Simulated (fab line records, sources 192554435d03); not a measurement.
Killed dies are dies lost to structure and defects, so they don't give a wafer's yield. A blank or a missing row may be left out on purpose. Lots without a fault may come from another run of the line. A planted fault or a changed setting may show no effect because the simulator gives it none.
Chamber matching | flow n5_finfet | N5_BEOL_M4_STRIP_36 on rie_diel-01: 4 sister chambers
The step strips in N2/H2. 4 wafers are shown with their chamber, then 10 later ones without.

WAFERS WITH THEIR CHAMBER
wafer  | chamber | drypump_motor_current_A (A)
L086.5 | 0       | 5.74
L086.6 | 1       | 5.55
L092.3 | 3       | 5.52
L092.4 | 2       | 5.85

WAFERS WITHOUT THEIR CHAMBER
wafer  | drypump_motor_current_A (A)
L092.5 | 5.53
L094.1 | 5.87
L094.4 | 5.53
L094.5 | 5.51
L095.2 | 5.49
L095.5 | 5.72
L095.6 | 5.49
L097.3 | 5.84
L097.5 | 5.69
L097.6 | 5.54

WHICH CHAMBER EACH WENT THROUGH
wafer  | from the rows above     | in truth
L092.5 | can't be placed: 3 or 1 | 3
L094.1 | 2                       | 2
L094.4 | can't be placed: 3 or 1 | 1
L094.5 | can't be placed: 3 or 1 | 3
L095.2 | can't be placed: 3 or 1 | 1
L095.5 | 0                       | 0
L095.6 | can't be placed: 3 or 1 | 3
L097.3 | 2                       | 2
L097.5 | 0                       | 0
L097.6 | can't be placed: 1 or 3 | 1
Placed correctly: 4 of 10. Can't be placed from these rows: 6 (the true chamber is among the candidates in 6). Placed wrongly: 0.
How it was worked out, from the rows above alone: a wafer's distance from a chamber is the root of the sum, over the readings, of the square of ((its reading less the chamber's mean) divided by the reading's scatter). The wafer belongs to the nearest chamber; if the next one is less than 2 further off, it can't be placed. A chamber's mean is the mean of its shown wafers. The scatter: with one shown wafer a chamber, the root of the mean of the squares of how far each hidden wafer lies from its nearest shown one.
